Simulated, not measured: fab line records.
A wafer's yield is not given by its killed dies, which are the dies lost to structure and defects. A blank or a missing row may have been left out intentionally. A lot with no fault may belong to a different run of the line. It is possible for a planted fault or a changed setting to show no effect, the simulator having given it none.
fab line records	flow nand-harc	part 1 of 2: steps 1 to 24 of 35
[record] lots = 5	wafers = 15	last-day = 23
route steps=1159 shown A_CHANNEL_HOLE_D1@484 A_CHANNEL_FILL_D1@490 A_STAIRCASE@519
lots with no fault: from the same line, run without faults
start-h: the number of hours between the record's first day and the start of the first shown wafer of the lot	wait-h: hours from the lot's prior step to this one	" identical to the entry in the row above	L1.1+2: several wafers, shown together as one row	- no value present, or no start provided	* or withheld: withheld	< > ~ a bound
route shown NAME@n: a module of which the file shows steps, and the number in the route of the first	usual: mean/standard deviation taken from wafers without a fault	same: alike in all rows	chamber/n: place in a boat	sites: each site's reading	_std_site: standard deviation of those values	_edge_site: outer sites' mean less inner sites'	radius-mm: how far each site lies from the wafer's centre	mask NAME#n: copy n	behind: the last tool/chamber to shape the wafer	hold: what put the lot on hold/how long, in hours/how the hold closed	device: transistor that didn't switch, given as n, p or np	end of line: the same wafers' tests at the end of the route	a step given without rows: its recipe and nothing more	killed: not the wafer's yield, but the dies lost to structure and defects at the first sort	map: dies across one wafer; x = killed, . = not, _ = none there
set.NAME: the setting as run; set.NAME@STEP: as run at that earlier step	model.NAME: the simulator's own value behind a step, which no gauge read
certain route steps with their lots: each step a table, each wafer a row
services: from which hour (start-h, from the record's first day; less than 0 if before it) a tool's chamber was out of use, for how many hours, and why
[[steps]]
[step NHARC_A_CHANNEL_HOLE_D1_STRIP_27]
[recipe] o2-flow-sccm = 500	ar-flow-sccm = 0	bias-w = 0	chemistry = O2
[usual] drypump-motor-current-A = 5.8/0.62	oes-product-au = 0.997/0.0099	rf-vpp-V = 57.8/0.96	showerhead-plenum-p-Torr = 3.51/0.12	throttle-valve-pct = 17.035/0.0086
lot.wafer	tool	chamber	start-h	wait-h	drypump-motor-current-A	oes-product-au	rf-hours-counter-h	rf-vpp-V	showerhead-plenum-p-Torr	throttle-valve-pct
L077.4	rie-diel-06	3	-	-	5.6	1.015	8	58.6	3.60	17.037
L077.2	"	1	"	"	6.2	1.016	10	59.8	3.66	17.026
L077.6	"	3	"	"	5.6	1.015	-	57.9	3.60	17.044
L080.2	rie-diel-06	1	-	-	6.2	0.997	10	59.1	3.66	17.033
L080.3	"	2	"	"	4.8	0.985	9	56.8	3.43	17.052
L080.1	"	3	"	"	5.6	1.007	8	57.9	3.60	17.027
L084.4	rie-diel-05	3	-	-	6.6	1.000	3	57.4	3.54	17.026
L084.6	"	3	"	"	6.6	0.998	-	57.1	3.54	17.048
L084.5	"	0	"	"	6.1	1.017	-	57.3	3.57	17.039
L087.3	rie-diel-12	3	-	-	5.2	0.987	4	57.0	3.52	17.032
L087.4	"	1	"	"	6.0	1.001	3	57.4	3.32	17.042
L087.5	"	3	"	"	5.2	0.995	-	57.0	3.52	17.041
L092.2	rie-diel-12	1	-	-	6.0	0.997	7	56.4	3.31	17.026
L092.4	"	3	"	"	5.2	0.991	7	58.8	3.52	17.033
L092.6	"	1	"	"	6.1	0.996	-	57.6	3.31	17.031
[step NHARC_A_CHANNEL_HOLE_D1_PRECLEAN_28]
[recipe] time-s = *	temp-c = 50	bath-age-min = 0	chemistry = SC1
[usual] diw-flow-mL-min = 1415/4.1	nh4oh-flow-mL-min = 28.30/0.099
lot.wafer	tool	chamber	start-h	wait-h	diw-flow-mL-min	nh4oh-flow-mL-min
L077.4	wet-bench-09	3	203.99	-	1417	28.32
L077.2	"	6	"	"	1413	28.27
L077.6	"	0	"	"	1422	28.51
L080.2	wet-bench-05	0	212.16	-	1417	28.25
L080.1	"	1	"	"	1416	28.35
L080.3	"	2	"	"	1422	28.34
L084.6	wet-bench-05	4	237.22	-	1404	28.30
L084.5	"	5	"	"	1415	28.25
L084.4	"	6	"	"	1418	28.31
L087.3	wet-bench-05	6	254.62	-	1413	28.40
L087.4	"	0	"	"	1423	28.28
L087.5	"	2	"	"	1409	28.29
L092.4	wet-bench-05	1	290.04	-	1417	28.37
L092.6	"	2	"	"	1413	28.32
L092.2	"	3	"	"	1417	28.31
[step NHARC_A_CHANNEL_HOLE_D1_SRD_29]
lot.wafer	tool	chamber	start-h	wait-h
L077.4+2+6	wet-bench-09	3,6,0	-	-
L080.2+1+3	wet-bench-05	0,1,2	-	-
L084.6+5+4	wet-bench-05	4,5,6	-	-
L087.3+4+5	wet-bench-05	6,0,2	-	-
L092.4+6+2	wet-bench-05	1,2,3	-	-
[step NHARC_A_CHANNEL_HOLE_D1_CD_MEAS_30]
[usual] cd-nm = 89.8/1.4
lot.wafer	tool	chamber	start-h	wait-h	cd-nm
L077.2	cd-sem-02	-	204.13	-	88.7
L077.4	"	-	"	"	90.9
L077.6	"	-	"	"	89.0
L080.1	cd-sem-03	-	212.28	-	87.8
L080.2	"	-	"	"	89.2
L080.3	"	-	"	"	89.7
L084.4	cd-sem-03	-	237.37	-	89.5
L084.5	"	-	"	"	89.5
L084.6	"	-	"	"	91.1
L087.3	cd-sem-02	-	254.76	-	88.3
L087.4	"	-	"	"	87.1
L087.5	"	-	"	"	88.0
L092.2	cd-sem-02	-	290.19	-	89.0
L092.4	"	-	"	"	89.7
L092.6	"	-	"	"	88.4
[step NHARC_A_CHANNEL_HOLE_D1_XSEM_31]
[recipe] landing-energy-ev = 35000
[usual] bot-cd-nm = 74.2/1.6	bow-nm = 8.60/0.28	tilt-deg = 0.08/0.04
lot.wafer	tool	chamber	start-h	wait-h	bot-cd-nm	bow-nm	tilt-deg
L077.2	xsem-01	0	204.21	0.1	72.1	8.41	0.06
L077.4	"	0	"	"	74.9	8.51	0.06
L077.6	"	0	"	"	72.2	8.48	0.06
L080.1	xsem-02	0	212.39	0.1	71.4	8.52	0.10
L080.2	"	0	"	"	73.1	8.44	0.10
L080.3	"	0	"	"	73.2	8.43	0.10
L084.4	xsem-01	0	237.46	0.1	74.5	8.52	0.11
L084.5	"	0	"	"	74.1	8.43	0.11
L084.6	"	0	"	"	74.8	8.42	0.11
L087.3	xsem-02	0	254.86	0.1	74.4	8.52	-0.02
L087.4	"	0	"	"	72.2	8.46	-0.02
L087.5	"	0	"	"	72.9	8.47	-0.02
L092.2	xsem-02	0	290.28	0.1	73.4	8.38	0.06
L092.4	"	0	"	"	74.5	8.38	0.06
L092.6	"	0	"	"	73.0	8.41	0.06
[step NHARC_A_CHANNEL_HOLE_D1_INSPECT_40]
[usual] raw-defect-count = 64/19
lot.wafer	tool	chamber	start-h	wait-h	raw-defect-count
L077.2	defect-inspect-02	-	204.31	-	100
L077.4	"	-	"	"	81
L077.6	"	-	"	"	80
L080.1	defect-inspect-01	-	212.49	-	70
L080.2	"	-	"	"	54
L080.3	"	-	"	"	73
L084.4	defect-inspect-01	-	237.55	-	68
L084.5	"	-	"	"	53
L084.6	"	-	"	"	50
L087.3	defect-inspect-01	-	254.97	-	81
L087.4	"	-	"	"	84
L087.5	"	-	"	"	82
L092.2	defect-inspect-02	-	290.37	-	77
L092.4	"	-	"	"	61
L092.6	"	-	"	"	80
[step NHARC_A_CHANNEL_FILL_D1_PRECLEAN_00]
[recipe] time-s = *	temp-c = 50	bath-age-min = 0	chemistry = SC1
[usual] diw-flow-mL-min = 1415/5	nh4oh-flow-mL-min = 28.32/0.1
lot.wafer	tool	chamber	start-h	wait-h	diw-flow-mL-min	nh4oh-flow-mL-min
L077.6	wet-bench-03	3	204.37	0.1	1420	28.39
L077.4	"	4	"	"	1418	28.33
L077.2	"	6	"	"	1416	28.36
L080.3	wet-bench-01	1	212.54	0.1	1412	28.31
L080.2	"	4	"	"	1419	28.18
L080.1	"	5	"	"	1415	28.38
L084.4	wet-bench-04	2	237.60	0.0	1405	28.31
L084.5	"	4	"	"	1421	28.30
L084.6	"	7	"	"	1424	28.34
L087.3	wet-bench-04	5	255.03	0.1	1422	28.29
L087.4	"	6	"	"	1412	28.18
L087.5	"	7	"	"	1412	28.35
L092.4	wet-bench-01	3	290.43	0.1	1425	28.40
L092.2	"	4	"	"	1419	28.29
L092.6	"	5	"	"	1418	28.29
[step NHARC_A_CHANNEL_FILL_D1_SRD_01]
lot.wafer	tool	chamber	start-h	wait-h
L077.6+4+2	wet-bench-03	3,4,6	-	-
L080.3+2+1	wet-bench-01	1,4,5	-	-
L084.4+5+6	wet-bench-04	2,4,7	-	-
L087.3+4+5	wet-bench-04	5,6,7	-	-
L092.4+2+6	wet-bench-01	3,4,5	-	-
[step NHARC_A_CHANNEL_FILL_D1_ALD_02]
[recipe] target-thk-a = 60	pulse-time-s = 10	ald-cycles = 60	temp-c = 300	material = SiO2
[usual] heater-power-outer-w = 250/28	heater-power-w = 442/45	precursor-pulse-height-rel = 0.999/0.02
[same] pulse-time-s = 10
lot.wafer	tool	chamber	start-h	wait-h	heater-power-outer-w	heater-power-w	precursor-pulse-height-rel
L077.2	ald-hk-01	3	204.66	-	230	416	0.992
L077.4	"	0	"	"	264	480	1.036
L077.6	"	1	"	"	276	474	1.003
L080.3	ald-hk-04	1	213.33	-	238	422	1.023
L080.2	"	2	"	"	232	407	1.013
L080.1	"	3	"	"	201	380	0.985
L084.4	ald-hk-04	3	238.13	-	205	379	0.997
L084.6	"	2	"	"	231	415	1.014
L084.5	"	3	"	"	197	379	0.968
L087.3	ald-hk-01	0	255.25	-	258	480	1.035
L087.4	"	1	"	"	271	474	1.025
L087.5	"	0	"	"	267	462	0.985
L092.4	ald-hk-01	0	290.64	-	267	469	0.989
L092.2	"	1	"	"	271	481	1.006
L092.6	"	3	"	"	223	423	1.028
[step NHARC_A_CHANNEL_FILL_D1_ALD_03]
[recipe] target-thk-a = 60	pulse-time-s = 60	ald-cycles = 58	temp-c = 630	pressure-torr = 2	material = SiNx
[usual] precursor-pulse-height-rel = 1.002/0.02
[same] pulse-time-s = 60
lot.wafer	tool	chamber	start-h	wait-h	precursor-pulse-height-rel
L077.2	ald-sin-batch-03	0	-	-	1.012
L077.4	"	0	"	"	1.000
L077.6	"	0	"	"	0.999
L080.1	ald-sin-batch-01	0	-	-	0.988
L080.2	"	0	"	"	0.998
L080.3	"	0	"	"	1.021
L084.4	ald-sin-batch-02	0	-	-	0.999
L084.5	"	0	"	"	1.012
L084.6	"	0	"	"	1.003
L087.3	ald-sin-batch-02	0	-	-	0.988
L087.4	"	0	"	"	1.006
L087.5	"	0	"	"	1.020
L092.2	ald-sin-batch-01	0	-	-	1.003
L092.4	"	0	"	"	0.947
L092.6	"	0	"	"	0.992
[step NHARC_A_CHANNEL_FILL_D1_ALD_14]
[recipe] target-thk-a = 25	pulse-time-s = 10	ald-cycles = 25	temp-c = 300	material = SiO2
[usual] heater-power-outer-w = 247/28	heater-power-w = 436/49	precursor-pulse-height-rel = 0.998/0.018
[same] pulse-time-s = 10
lot.wafer	tool	chamber	start-h	wait-h	heater-power-outer-w	heater-power-w	precursor-pulse-height-rel
L077.2	ald-hk-03	3	211.01	0.3	226	388	1.025
L077.4	"	0	"	"	257	446	1.007
L077.6	"	0	"	"	251	417	1.018
L080.3	ald-hk-01	3	220.29	0.0	229	408	0.960
L080.1	"	1	"	"	272	483	0.984
L080.2	"	2	"	"	285	468	1.025
L084.4	ald-hk-04	1	244.69	0.1	241	419	0.974
L084.5	"	3	"	"	201	376	0.960
L084.6	"	0	"	"	270	517	1.003
L087.4	ald-hk-01	0	262.31	0.3	262	470	0.978
L087.3	"	2	"	"	287	491	1.010
L087.5	"	0	"	"	262	470	0.986
L092.4	ald-hk-04	0	297.60	0.1	276	502	0.998
L092.2	"	1	"	"	249	431	0.985
L092.6	"	0	"	"	274	482	0.963
[step NHARC_A_CHANNEL_FILL_D1_ALD_15]
[recipe] target-thk-a = 20	pulse-time-s = 60	ald-cycles = 19	temp-c = 630	pressure-torr = 2	material = SiNx
[usual] precursor-pulse-height-rel = 0.999/0.019
[same] pulse-time-s = 60
lot.wafer	tool	chamber	start-h	wait-h	precursor-pulse-height-rel
L077.2	ald-sin-batch-02	0	-	-	0.993
L077.4	"	0	"	"	0.988
L077.6	"	0	"	"	0.978
L080.1	ald-sin-batch-02	0	-	-	1.026
L080.2	"	0	"	"	0.972
L080.3	"	0	"	"	0.995
L084.4	ald-sin-batch-01	0	-	-	1.021
L084.5	"	0	"	"	1.009
L084.6	"	0	"	"	0.996
L087.3	ald-sin-batch-03	0	-	-	1.006
L087.4	"	0	"	"	1.000
L087.5	"	0	"	"	0.997
L092.2	ald-sin-batch-02	0	-	-	1.004
L092.4	"	0	"	"	1.011
L092.6	"	0	"	"	0.961
[step NHARC_A_CHANNEL_FILL_D1_ALD_16]
[recipe] target-thk-a = 15	pulse-time-s = 10	ald-cycles = 15	temp-c = 300	material = SiO2
[usual] heater-power-outer-w = 254/25	heater-power-w = 450/39	precursor-pulse-height-rel = 1.000/0.02
[same] pulse-time-s = 10
lot.wafer	tool	chamber	start-h	wait-h	heater-power-outer-w	heater-power-w	precursor-pulse-height-rel
L077.4	ald-hk-01	2	217.21	1.3	284	461	0.977
L077.2	"	0	"	"	263	498	0.986
L077.6	"	3	"	"	235	411	0.996
L080.3	ald-hk-04	3	225.48	0.1	204	375	0.978
L080.2	"	1	"	"	248	430	0.944
L080.1	"	2	"	"	236	412	1.023
L084.4	ald-hk-01	3	249.94	0.2	232	418	1.014
L084.6	"	3	"	"	226	418	0.986
L084.5	"	0	"	"	269	476	0.995
L087.4	ald-hk-04	2	267.50	0.3	232	409	1.014
L087.3	"	0	"	"	271	505	1.013
L087.5	"	2	"	"	237	412	1.040
L092.4	ald-hk-01	1	302.79	0.1	269	468	1.001
L092.2	"	3	"	"	229	428	1.007
L092.6	"	0	"	"	265	482	0.979
[step NHARC_A_CHANNEL_FILL_D1_ANNEAL_17]
[recipe] temp-c = 850	time-s = 1800
lot.wafer	tool	chamber	start-h	wait-h
L077.2+4+6	furnace-02	0	220.21	-
L080.1+2+3	furnace-01	0	228.64	-
L084.4+5+6	furnace-02	0	252.95	-
L087.3+4+5	furnace-06	0	270.91	-
L092.2+4+6	furnace-01	0	305.93	-
[step NHARC_A_CHANNEL_FILL_D1_CVD_18]
[recipe] target-thk-a = 30	temp-c = 550	material = poly-Si
lot.wafer	tool	chamber	start-h	wait-h
L077.2+4+6	lpcvd-poly-03	0	226.63	-
L080.1+2+3	lpcvd-poly-03	0	235.04	-
L084.4+5+6	lpcvd-poly-02	0	259.46	-
L087.3+4+5	lpcvd-poly-03	0	277.29	-
L092.2+4+6	lpcvd-poly-03	0	312.34	-
[step NHARC_A_CHANNEL_FILL_D1_ETCHBACK_19]
[recipe] target-depth-a = 50	time-s = 1.7	hbr-flow-sccm = 150	cl2-flow-sccm = 50	rf-w = 400	icp-w = 400	bias-w = 100	chemistry = HBr/Cl2
[usual] drypump-motor-current-A = 5.7/0.4	oes-product-au = 0.999/0.011	throttle-valve-pct = 26.406/0.01
lot.wafer	tool	chamber	start-h	wait-h	drypump-motor-current-A	oes-product-au	rf-hours-counter-h	throttle-valve-pct
L077.4	rie-si-02	1	228.66	0.4	5.5	0.990	0.1	26.402
L077.2	"	2	"	"	6.2	1.000	0.1	26.415
L077.6	"	0	"	"	6.2	1.001	-	26.412
L080.1	rie-si-02	3	237.11	0.4	5.4	1.006	0.1	26.414
L080.2	"	1	"	"	5.5	0.993	0.2	26.419
L080.3	"	2	"	"	6.3	1.008	0.1	26.398
L084.4	rie-si-03	2	261.58	0.4	5.3	0.988	1.0	26.402
L084.6	"	0	"	"	5.4	1.004	-	26.389
L084.5	"	1	"	"	5.7	0.991	-	26.398
L087.3	rie-si-06	3	279.40	0.4	6.4	0.995	0.8	26.394
L087.4	"	0	"	"	5.7	0.995	0.8	26.401
L087.5	"	1	"	"	5.8	1.003	-	26.398
L092.2	rie-si-03	1	314.42	0.4	5.7	1.003	1.7	26.410
L092.6	"	1	"	"	5.7	1.000	-	26.399
L092.4	"	2	"	"	5.3	0.981	-	26.403
[step NHARC_A_CHANNEL_FILL_D1_ETCHBACK_20]
[recipe] target-depth-a = 270	time-s = 13.5	c4f8-flow-sccm = withheld	o2-flow-sccm = 8	ar-flow-sccm = withheld	rf-w = 600	bias-w = 1500	chemistry = C4F8/O2/Ar
[usual] oes-product-au = 0.96/0.037	rf-vpp-V = 975/6.2
lot.wafer	tool	chamber	start-h	wait-h	oes-product-au	rf-hours-counter-h	rf-vpp-V
L077.4	rie-diel-01	1	228.78	-	0.93	3	971
L077.2	"	3	"	"	0.92	3	985
L077.6	"	1	"	"	0.93	-	970
L080.3	rie-diel-01	3	237.24	-	0.91	3	986
L080.2	"	0	"	"	0.93	3	970
L080.1	"	2	"	"	0.90	3	969
L084.4	rie-diel-07	3	261.70	-	0.94	1	970
L084.6	"	3	"	"	0.93	-	972
L084.5	"	0	"	"	0.94	-	969
L087.3	rie-diel-01	3	279.51	-	0.92	5	987
L087.4	"	1	"	"	0.92	-	972
L087.5	"	2	"	"	0.92	-	969
L092.4	rie-diel-07	3	314.57	-	1.00	2	971
L092.2	"	0	"	"	0.98	2	969
L092.6	"	2	"	"	0.97	-	984
[step NHARC_A_CHANNEL_FILL_D1_STRIP_28]
[recipe] time-s = 20	o2-flow-sccm = 500	ar-flow-sccm = 0	bias-w = 0	chemistry = O2
[usual] drypump-motor-current-A = 5.9/0.42	oes-product-au = 0.997/0.012	rf-vpp-V = 57.6/0.89	showerhead-plenum-p-Torr = 3.44/0.15	throttle-valve-pct = 17.036/0.009
lot.wafer	tool	chamber	start-h	wait-h	drypump-motor-current-A	oes-product-au	rf-hours-counter-h	rf-vpp-V	showerhead-plenum-p-Torr	throttle-valve-pct
L077.2	rie-diel-01	2	228.87	0.1	6.1	0.981	3	57.1	3.30	17.030
L077.4	"	3	"	"	5.5	0.989	3	59.8	3.72	17.043
L077.6	"	3	"	"	5.6	0.987	-	58.4	3.72	17.044
L080.1	rie-diel-01	0	237.35	0.1	5.3	0.997	3	57.5	3.34	17.023
L080.3	"	2	"	"	6.1	0.980	3	57.5	3.30	17.038
L080.2	"	3	"	"	5.6	0.995	3	58.9	3.72	17.043
L084.4	rie-diel-07	0	261.79	0.1	5.5	1.010	1	56.8	3.32	17.039
L084.6	"	0	"	"	5.5	1.016	-	57.6	3.32	17.031
L084.5	"	1	"	"	6.6	1.005	-	57.2	3.38	17.039
L087.3	rie-diel-01	3	279.62	0.1	5.6	0.997	5	58.1	3.72	17.026
L087.5	"	2	"	"	6.1	0.988	-	55.9	3.30	17.041
L087.4	"	1	"	"	6.3	1.004	-	57.5	3.33	17.030
L092.4	rie-diel-07	3	314.64	0.1	6.0	1.001	2	57.9	3.35	17.026
L092.2	"	0	"	"	5.5	0.998	2	57.6	3.32	17.032
L092.6	"	0	"	"	5.5	0.985	-	57.2	3.32	17.018
[step NHARC_A_CHANNEL_FILL_D1_PRECLEAN_21]
[recipe] time-s = 30	chemistry = dHF
lot.wafer	tool	chamber	start-h	wait-h
L077.2+6+4	wet-bench-04	7,0,2	228.96	-
L080.2+1+3	wet-bench-03	2,5,6	237.46	-
L084.6+4+5	wet-bench-04	4,6,1	261.89	-
L087.5+4+3	wet-bench-01	6,0,1	279.72	-
L092.6+4+2	wet-bench-04	6,0,1	314.76	-
[step NHARC_A_CHANNEL_FILL_D1_SRD_23]
lot.wafer	tool	chamber	start-h	wait-h
L077.2+6+4	wet-bench-04	7,0,2	228.99	0.0
L080.2+1+3	wet-bench-03	2,5,6	237.48	0.0
L084.6+4+5	wet-bench-04	4,6,1	261.92	0.0
L087.5+4+3	wet-bench-01	6,0,1	279.75	0.0
L092.6+4+2	wet-bench-04	6,0,1	314.78	0.0
[step NHARC_A_CHANNEL_FILL_D1_CVD_05]
[recipe] target-thk-a = 50	temp-c = 550	material = poly-Si
lot.wafer	tool	chamber	start-h	wait-h
L077.2+4+6	lpcvd-poly-02	0	231.42	2.4
L080.1+2+3	lpcvd-poly-02	0	239.88	2.4
L084.4+5+6	lpcvd-poly-03	0	264.15	2.2
L087.3+4+5	lpcvd-poly-02	0	282.14	2.4
L092.2+4+6	lpcvd-poly-03	0	317.03	2.2
[step NHARC_A_CHANNEL_FILL_D1_ANNEAL_22]
[recipe] temp-c = 620	time-s = 7200
lot.wafer	tool	chamber	start-h	wait-h
L077.2+4+6	furnace-02	0	236.51	3.3
L080.1+2+3	furnace-01	0	244.99	3.3
L084.4+5+6	furnace-02	0	269.28	3.3
L087.3+4+5	furnace-01	0	287.23	3.3
L092.2+4+6	furnace-02	0	323.27	4.4
[step NHARC_A_CHANNEL_FILL_D1_THK_MEAS_06]
[recipe] thk-meas-gauge = ellipsometry
[usual] thk-nm = 5.0/1.1
lot.wafer	tool	chamber	start-h	wait-h	thk-nm
L077.2	film-metro-02	-	240.54	0.4	5.7
L077.4	"	-	"	"	4.4
L077.6	"	-	"	"	3.3
L080.1	film-metro-02	-	248.99	0.4	5.0
L080.2	"	-	"	"	4.1
L080.3	"	-	"	"	5.1
L084.4	film-metro-01	-	273.31	0.4	5.2
L084.5	"	-	"	"	5.4
L084.6	"	-	"	"	4.6
L087.3	film-metro-02	-	291.26	0.4	3.5
L087.4	"	-	"	"	5.0
L087.5	"	-	"	"	4.7
L092.2	film-metro-01	-	327.25	0.4	3.4
L092.4	"	-	"	"	4.8
L092.6	"	-	"	"	4.7
[step NHARC_A_CHANNEL_FILL_D1_ALD_25]
[recipe] target-thk-a = 600	pulse-time-s = 10	ald-cycles = 600	temp-c = 300	material = SiOx
[usual] heater-power-outer-w = 248/28	heater-power-w = 438/49	precursor-pulse-height-rel = 1.000/0.02
[same] pulse-time-s = 10
lot.wafer	tool	chamber	start-h	wait-h	heater-power-outer-w	heater-power-w	precursor-pulse-height-rel
L077.2	ald-hk-04	3	241.83	1.3	202	367	0.999
L077.4	"	0	"	"	277	494	1.003
L077.6	"	2	243.69	3.1	241	421	0.974
L080.3	ald-hk-04	0	249.05	0.1	271	498	0.999
L080.1	"	1	250.28	1.3	242	426	1.017
L080.2	"	2	251.51	2.5	229	412	1.037
L084.4	ald-hk-01	2	274.60	1.3	292	490	1.013
L084.5	"	0	275.83	2.5	272	462	0.975
L084.6	"	1	"	"	273	474	1.053
L087.3	ald-hk-03	3	292.52	1.3	224	387	1.021
L087.4	"	0	"	"	248	445	1.008
L087.5	"	1	"	"	206	365	0.990
L092.2	ald-hk-04	2	328.49	1.2	239	412	0.979
L092.4	"	3	"	"	204	380	0.960
L092.6	"	2	330.95	3.7	234	414	0.974
